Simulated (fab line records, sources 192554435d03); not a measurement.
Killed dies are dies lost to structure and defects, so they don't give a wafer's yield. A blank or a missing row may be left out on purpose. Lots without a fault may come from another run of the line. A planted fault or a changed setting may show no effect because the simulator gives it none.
Split-lot experiment | flow n5_finfet | 7 lots, 21 wafers read, on a route of 1938 steps

THE SPLIT
At N5_PMOS_HMC_CHANNEL_EPI_HM_DEP_34 (deposits SiO2 from TEOS/O2, target thk 36 nm, time 6.9 s), the setting time_s was moved away from the recipe's 6.9 s on 8 of the 21 wafers read, by -13.7% to +7.9%. The other wafers ran this setting at the recipe's value.

The reading is taken at the split's own step.

THE READING
SiO2_of_PMOS_HMC_CHANNEL_EPI_HM_DEP_34.thk_nm (the simulator's own value, which no gauge read), in nm, at N5_PMOS_HMC_CHANNEL_EPI_HM_DEP_34 (deposits SiO2 from TEOS/O2, target thk 36 nm, time 6.9 s). The file gives no usual value for it. The 13 wafers here that ran the recipe average 35.85 nm, standard deviation 0.62 nm.

wafer  | tool, chamber at the split | time_s as run, s | against the recipe | SiO2_of_PMOS_HMC_CHANNEL_EPI_HM_DEP_34.thk_nm, nm | against lot-mates on the recipe
L075.2 | pecvd-03, 0                | 5.953            | -13.7%             | 31.56                                             | -5.09
L075.3 | pecvd-03, 1                | 5.953            | -13.7%             | 31.92                                             | -4.73
L075.6 | pecvd-03, 1                | 6.9              | recipe             | 36.65                                             | -
L079.1 | pecvd-01, 1                | 6.603            | -4.3%              | 34.49                                             | -1.56
L079.2 | pecvd-01, 0                | 6.9              | recipe             | 35.8                                              | -
L079.5 | pecvd-01, 1                | 6.9              | recipe             | 36.3                                              | -
L085.1 | pecvd-01, 2                | 6.9              | recipe             | 34.82                                             | -
L085.4 | pecvd-01, 2                | 6.9              | recipe             | 35.2                                              | -
L085.5 | pecvd-01, 0                | 6.171            | -10.6%             | 31.87                                             | -3.14
L087.2 | pecvd-02, 0                | 6.9              | recipe             | 35.45                                             | -
L087.5 | pecvd-02, 0                | 6.9              | recipe             | 36.07                                             | -
L087.6 | pecvd-02, 1                | 6.9              | recipe             | 36.37                                             | -
L088.2 | pecvd-03, 2                | 6.9              | recipe             | 35.8                                              | -
L088.4 | pecvd-03, 1                | 7.448            | +7.9%              | 39.24                                             | +2.92
L088.5 | pecvd-03, 0                | 6.9              | recipe             | 36.84                                             | -
L092.1 | pecvd-01, 2                | 6.9              | recipe             | 35.07                                             | -
L092.2 | pecvd-01, 0                | 6.494            | -5.9%              | 33.29                                             | -2.43
L092.5 | pecvd-01, 2                | 6.9              | recipe             | 36.36                                             | -
L097.2 | pecvd-01, 0                | 5.996            | -13.1%             | 30.75                                             | -4.52
L097.3 | pecvd-01, 1                | 6.9              | recipe             | 35.27                                             | -
L097.4 | pecvd-01, 2                | 5.996            | -13.1%             | 30.8                                              | -4.47

THE FIT
A straight line over all 21 wafers: SiO2_of_PMOS_HMC_CHANNEL_EPI_HM_DEP_34.thk_nm changes by +0.357 nm for each +1% of time_s; r = +0.96; the points scatter about the line by 0.62 nm.
The same after taking each lot's own level away (the mean of its wafers on the recipe; 21 wafers): +0.349 nm for each +1%; r = +0.99; scatter 0.37 nm.
On that fit, the largest move of time_s shifts the reading by 4.8 nm.
The lots' own levels span 35.010 to 36.650 nm, that is 2.6 times the standard deviation above.
So the lot-to-lot level changes the slope little: the two slopes agree.
Check: with one of the wafers moved furthest among these (-13.7%) left out of the fit, the line predicts -4.7 nm for it against its lot-mates. It came out at -5.09 nm against them.

OTHER SPLITS ON THESE WAFERS
These wafers also went through other splits before the reading. Each is held against what the fit with the lots' levels taken away leaves over:
other split on the same wafers        | wafers away from the commonest value | r with SiO2_of_PMOS_HMC_CHANNEL_EPI_HM_DEP_34.thk_nm (lot level and that fit taken away)
N5_WELL_APT_EXPOSE_05 dose_mj         | 6                                    | +0.27
N5_WELL_APT_DEVELOP_07 develop_time_s | 3                                    | -0.14

THE FILE'S OWN FIT
SiO2_of_PMOS_HMC_CHANNEL_EPI_HM_DEP_34.thk_nm changes by +0.347 nm for each +1% of time_s, r = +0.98.
